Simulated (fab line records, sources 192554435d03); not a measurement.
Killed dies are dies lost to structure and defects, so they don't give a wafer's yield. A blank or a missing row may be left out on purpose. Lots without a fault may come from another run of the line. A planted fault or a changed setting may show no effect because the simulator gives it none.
fab line records | flow n5_finfet | part 2 of 2: steps 29 to 34 of 34
record lots=5 wafers=15 last_day=17
route steps=1938 shown WELL_APT@41 PMOS_HMC_CHANNEL_EPI@57
lots that met no fault: from a run of the same line without faults
start_h: hours from the record's first day to the start of the lot's first wafer shown | wait_h: hours since the lot's step before | " the same as in the row above | L1.1+2: a row that stands for several wafers | - no value, or no start given | * or withheld: withheld | < > ~ a bound
route shown NAME@n: a module of which the file shows steps, and the number in the route of the first | usual: mean/standard deviation of fault-free wafers | same: alike in all rows | chamber/n: place in a boat | sites: the reading at each site | _std_site: their standard deviation | _edge_site: outer sites' mean less inner sites' | radius_mm: how far each site lies from the wafer's centre | mask NAME#n: copy n | behind: the tool/chamber that last shaped the wafer | hold: why the lot was held/for how many hours/how that ended | device: the transistor (n, p or np) that didn't switch | end of line: the same wafers' tests at the end of the route | a step without rows: its recipe alone | killed: dies lost to structure and defects at the first sort, not the wafer's yield | map: a wafer's dies, x killed, . not, _ none there
set.NAME: the setting as run; set.NAME@STEP: as run at that earlier step | model.NAME: the simulator's own value behind a step, which no gauge read
lots at some steps of the route; a table a step, a row a wafer
services: from which hour (start_h, from the record's first day; less than 0 if before it) a tool's chamber was out of use, for how many hours, and why
## steps
# step N5_PMOS_HMC_CHANNEL_EPI_ETCH_32
# recipe chemistry=N2/H2 target=BARC stop_on=SiO2 target_depth_a=858 over_etch_frac=0.3 time_s=50.3 ion_energy_ev=200 mask_material=CAR-ArF-block pressure_mtorr=30 source_w=840 bias_w=150 n2_flow_sccm=200 h2_flow_sccm=200
# usual drypump_motor_current_A=5.9/0.38 oes_product_au=0.67/0.05 rf_vpp_V=524.2/2.2 showerhead_plenum_p_Torr=2.55/0.078 throttle_valve_pct=17.87/0.18
# columns lot.wafer tool chamber start_h wait_h drypump_motor_current_A oes_product_au rf_hours_counter_h rf_vpp_V showerhead_plenum_p_Torr throttle_valve_pct
L085.2 rie_diel-02 0 83.73 0.0 5.8 0.65 176 524.0 2.53 18.00
L085.3 " 1 " " 6.0 0.68 83 521.0 2.47 18.20
L085.6 " 1 " " 6.0 0.68 - 521.1 2.47 18.19
L087.2 rie_diel-05 2 95.32 0.0 5.3 0.63 163 527.2 2.66 17.77
L087.4 " 1 " " 6.3 0.60 206 527.4 2.63 17.89
L087.6 " 2 " " 5.3 0.63 - 527.1 2.66 17.79
L092.3 rie_diel-04 1 125.77 0.0 5.2 0.77 22 525.1 2.60 17.79
L092.4 " 0 " " 5.2 0.63 177 520.3 2.43 17.93
L092.6 " 1 " " 5.2 0.78 - 526.0 2.60 17.78
L094.1 rie_diel-05 3 137.66 0.0 6.2 0.68 84 522.9 2.44 17.58
L094.5 " 3 " " 6.1 0.68 - 522.5 2.44 17.58
L094.6 " 2 " " 5.3 0.62 - 526.5 2.66 17.78
L095.2 rie_diel-05 0 143.62 0.0 6.1 0.72 54 525.3 2.57 17.93
L095.3 " 3 " " 6.1 0.69 87 522.6 2.44 17.59
L095.6 " 0 " " 6.1 0.73 - 526.0 2.57 17.93
# step N5_PMOS_HMC_CHANNEL_EPI_HM_OPEN_15
# recipe chemistry=CHF3/O2 target=SiO2 mask_material=CAR-ArF-block target_depth_a=406 CHF3_flow_sccm=50 O2_flow_sccm=5 Ar_flow_sccm=200 time_s=20.3 pressure_mtorr=30 source_w=650 bias_w=170 ion_energy_ev=200
# usual CHF3_flow_sccm=50.01/0.14 O2_flow_sccm=5.000/0.013 drypump_motor_current_A=5.9/0.37 oes_product_au=0.78/0.063 rf_vpp_V=522/7.7 showerhead_plenum_p_Torr=2.42/0.063 throttle_valve_pct=18.94/0.15
# columns lot.wafer tool chamber start_h wait_h CHF3_flow_sccm O2_flow_sccm drypump_motor_current_A oes_product_au rf_hours_counter_h rf_vpp_V showerhead_plenum_p_Torr throttle_valve_pct
L085.2 rie_diel-02 0 83.77 0.0 50.01 4.992 5.8 0.76 176 532 2.40 19.07
L085.3 " 1 " " 49.94 5.003 6.0 0.81 83 525 2.34 19.17
L085.6 " 1 " " 50.10 4.997 6.1 0.82 - 525 2.34 19.18
L087.2 rie_diel-05 2 95.36 0.0 49.82 5.018 5.4 0.74 163 511 2.50 18.74
L087.4 " 1 " " 50.05 5.003 6.3 0.70 206 508 2.49 18.86
L087.6 " 2 " " 50.16 5.000 5.3 0.74 - 511 2.50 18.74
L092.3 rie_diel-04 1 125.81 0.0 49.96 4.993 5.2 0.91 22 534 2.47 18.89
L092.4 " 0 " " 49.91 4.992 5.2 0.73 177 529 2.32 19.05
L092.6 " 1 " " 49.91 5.002 5.2 0.91 - 532 2.47 18.88
L094.1 rie_diel-05 3 137.70 0.0 49.97 5.006 6.2 0.80 84 518 2.35 18.87
L094.5 " 3 " " 49.94 5.001 6.1 0.80 - 518 2.35 18.86
L094.6 " 2 " " 50.08 4.999 5.3 0.73 - 512 2.50 18.75
L095.2 rie_diel-05 0 143.67 0.0 50.08 4.985 6.1 0.84 54 527 2.44 18.99
L095.3 " 3 " " 50.20 5.000 6.1 0.80 87 516 2.34 18.88
L095.6 " 0 " " 49.97 4.982 6.1 0.85 - 529 2.44 18.97
# step N5_PMOS_HMC_CHANNEL_EPI_STRIP_33
# recipe chemistry=N2/H2 power_w=500 temp_c=40 pressure_mtorr=50 rf_frequency_hz=6e+07 overash_fraction=0.3 bias_power_w=8 h2_frac=0.5 n2_flow_sccm=300 h2_flow_sccm=300
# usual drypump_motor_current_A=5.9/0.38 oes_product_au=0.78/0.063 rf_vpp_V=54.2/1.8 showerhead_plenum_p_Torr=3.37/0.099 throttle_valve_pct=18.9/0.32
# columns lot.wafer tool chamber start_h wait_h drypump_motor_current_A oes_product_au rf_hours_counter_h rf_vpp_V showerhead_plenum_p_Torr throttle_valve_pct
L085.2 rie_diel-02 0 83.83 0.0 5.8 0.76 176 54.4 3.34 19.2
L085.3 " 1 " " 6.0 0.81 83 50.8 3.26 19.4
L085.6 " 1 " " 6.1 0.81 - 54.6 3.27 19.4
L087.2 rie_diel-05 2 95.42 0.0 5.3 0.72 163 55.2 3.51 18.7
L087.4 " 1 " " 6.4 0.68 206 53.4 3.47 19.0
L087.6 " 2 " " 5.3 0.72 - 53.2 3.51 18.7
L092.3 rie_diel-04 1 125.86 0.0 5.2 0.92 22 55.0 3.43 18.6
L092.4 " 0 " " 5.3 0.75 177 55.3 3.22 18.7
L092.6 " 1 " " 5.2 0.92 - 53.5 3.43 18.7
L094.1 rie_diel-05 3 137.76 0.0 6.2 0.82 84 55.2 3.23 18.4
L094.5 " 3 " " 6.2 0.80 - 55.7 3.23 18.4
L094.6 " 2 " " 5.4 0.73 - 52.6 3.50 18.8
L095.2 rie_diel-05 0 143.72 0.0 6.1 0.82 54 56.2 3.39 19.1
L095.3 " 3 " " 6.1 0.80 87 54.8 3.23 18.3
L095.6 " 0 " " 6.1 0.85 - 53.3 3.39 19.1
# step N5_PMOS_HMC_CHANNEL_EPI_STRIP_17
# recipe chemistry=SPM time_s=750 temp_c=130 h2so4_h2o2_vol_ratio=4 dry=ipa_marangoni
# columns lot.wafer tool chamber start_h wait_h
L085.2+3+6 wet_bench-04 7,5,6 83.90 -
L087.2+4+6 wet_bench-04 1,7,6 95.48 -
L092.3+4+6 wet_bench-02 2,7,1 125.93 -
L094.1+5+6 wet_bench-04 5,2,6 137.82 -
L095.2+3+6 wet_bench-01 6,5,2 143.79 -
# step N5_PMOS_HMC_CHANNEL_EPI_ETCH_38
# recipe chemistry=CF4 target=SiO2 target_depth_a=15 ion_energy_ev=350 pressure_mtorr=10 icp_w=800 bias_w=400 cf4_flow_sccm=80
# usual drypump_motor_current_A=6.0/0.36 oes_product_au=1.000/0.02 throttle_valve_pct=21.6/0.31
# columns lot.wafer tool chamber start_h wait_h drypump_motor_current_A oes_product_au rf_hours_counter_h throttle_valve_pct
L085.2 rie_si-06 1 84.34 0.0 5.5 1.019 12 21.4
L085.3 " 0 " " 6.3 0.981 2 21.4
L085.6 " 3 " " 5.5 0.989 - 22.1
L087.2 rie_si-06 1 95.93 0.0 5.5 1.025 13 21.3
L087.4 " 0 " " 6.3 0.983 2 21.4
L087.6 " 3 " " 5.5 0.995 - 22.1
L092.3 rie_si-05 3 126.17 0.0 6.2 1.000 107 21.8
L092.4 " 1 " " 6.4 0.977 115 21.4
L092.6 " 1 " " 6.5 0.972 - 21.4
L094.1 rie_si-05 3 138.27 0.0 6.2 0.996 107 21.8
L094.5 " 1 " " 6.4 0.978 - 21.4
L094.6 " 2 " " 5.7 1.015 - 21.4
L095.2 rie_si-05 2 144.04 0.0 5.7 1.020 114 21.4
L095.3 " 3 " " 6.1 1.001 107 21.8
L095.6 " 3 " " 6.1 1.008 - 21.8
# step N5_PMOS_HMC_CHANNEL_EPI_FIN_RECESS_16
# recipe chemistry=HBr/Cl2 target=Si mask_material=SiO2 target_depth_a=540 time_s=18 pressure_mtorr=10 icp_w=800 bias_w=75 HBr_flow_sccm=150 Cl2_flow_sccm=80
# usual drypump_motor_current_A=6.0/0.37 oes_product_au=1.000/0.02 throttle_valve_pct=35.3/0.4
# columns lot.wafer tool chamber start_h wait_h drypump_motor_current_A oes_product_au rf_hours_counter_h throttle_valve_pct
L085.2 rie_si-06 1 84.36 0.0 5.5 1.025 12 35.1
L085.3 " 0 " " 6.3 0.977 2 35.0
L085.6 " 3 " " 5.5 1.002 - 36.1
L087.2 rie_si-06 1 95.95 0.0 5.5 1.023 13 35.1
L087.4 " 0 " " 6.3 0.981 2 35.0
L087.6 " 3 " " 5.5 1.010 - 36.1
L092.3 rie_si-05 3 126.19 0.0 6.1 0.999 107 35.6
L092.4 " 1 " " 6.4 0.975 115 34.8
L092.6 " 1 " " 6.4 0.971 - 34.8
L094.1 rie_si-05 3 138.29 0.0 6.2 0.985 107 35.5
L094.5 " 1 " " 6.4 0.966 - 34.8
L094.6 " 2 " " 5.7 1.010 - 35.0
L095.2 rie_si-05 2 144.06 0.0 5.7 1.017 114 35.0
L095.3 " 3 " " 6.2 1.000 107 35.5
L095.6 " 3 " " 6.2 0.998 - 35.5
## services
# columns tool chamber start_h hours kind
arfi_scanner-01 - 60.96 1.0 repair
rie_si-05 - 63.39 0.7 repair
rie_si-05 3 66.05 7.8 repair
rie_diel-01 3 68.92 12.7 repair
pecvd-04 0 69.27 4.5 repair
rie_si-05 2 73.10 2.0 repair
rie_diel-05 1 75.65 12.2 repair
rie_si-06 - 81.40 2.8 pm
rie_diel-06 - 89.79 0.7 repair
arfi_scanner-02 - 89.98 0.6 repair
arfi_scanner-02 - 100.27 8.3 repair
rie_diel-04 3 102.34 4.6 repair
rie_diel-02 2 104.30 10.3 repair
rie_diel-05 3 106.16 6.8 repair
arfi_scanner-02 - 111.13 0.8 pm
arfi_scanner-02 - 117.64 2.2 repair
wet_bench-04 - 120.96 0.8 repair
arfi_scanner-02 - 133.48 1.0 pm
implanter-02 - 134.78 1.6 repair
pecvd-02 - 136.08 14.6 pm
rie_diel-05 1 139.32 17.3 repair
epi_rpcvd-04 - 139.69 2.5 repair
arfi_scanner-02 - 141.07 3.9 pm
rie_diel-02 3 143.02 4.5 repair
